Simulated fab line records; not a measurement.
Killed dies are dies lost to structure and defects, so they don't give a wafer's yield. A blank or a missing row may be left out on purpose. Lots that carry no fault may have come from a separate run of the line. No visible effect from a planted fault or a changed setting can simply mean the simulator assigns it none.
Chamber matching + flow nand_harc + 4 sister chambers for NHARC_A_BONDPAD_ETCH_34 on rie_diel-12
The step etches the open film in N2/H2, target depth 60 nm, overetch 18 nm, time 65.91 s. 8 wafers are shown with their chamber, then 7 later ones without.

## WAFERS PAIRED WITH THEIR CHAMBERS
| wafer  | chamber | drypump_motor_current_A (A) | rf_vpp_V (V) |
|--------|---------|-----------------------------|--------------|
| L280.2 | 0       | 5.97                        | 429          |
| L280.4 | 1       | 6.18                        | 434          |
| L283.6 | 2       | 5.76                        | 433          |
| L286.3 | 3       | 5.90                        | 428          |
| L286.4 | 2       | 5.76                        | 434          |
| L286.5 | 0       | 5.97                        | 428          |
| L298.2 | 1       | 6.19                        | 432          |
| L298.4 | 3       | 5.88                        | 430          |

## WAFERS WITHOUT THEIR CHAMBER
| wafer  | drypump_motor_current_A (A) | rf_vpp_V (V) |
|--------|-----------------------------|--------------|
| L298.5 | 5.98                        | 427          |
| L299.1 | 5.93                        | 429          |
| L299.2 | 6.19                        | 434          |
| L299.4 | 5.91                        | 430          |
| L302.2 | 5.78                        | 435          |
| L302.4 | 5.90                        | 429          |
| L302.6 | 5.98                        | 428          |

## WHICH CHAMBER EACH ONE RAN IN
| wafer  | from the rows above     | in truth |
|--------|-------------------------|----------|
| L298.5 | 0                       | 0        |
| L299.1 | can't be placed: 3 or 0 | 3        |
| L299.2 | 1                       | 1        |
| L299.4 | 3                       | 3        |
| L302.2 | 2                       | 2        |
| L302.4 | 3                       | 3        |
| L302.6 | 0                       | 0        |
Placed correctly: 6 of 7. From these rows, 1 cannot be placed; in 1 the true chamber is one of the candidates. Placed wrongly: 0.
How it was worked out, from the rows above alone: a wafer's distance from a chamber is the root of the sum, over the readings, of the square of ((its reading less the chamber's mean) divided by the reading's scatter). If the next closest chamber is less than 2 further off than the closest, the wafer can't be placed; otherwise it belongs to the closest. Each chamber's mean is taken over the wafers shown for it. The scatter: take each reading less its chamber's mean, square it, sum over the shown wafers, divide by the number of wafers less the number of chambers, and take the root.
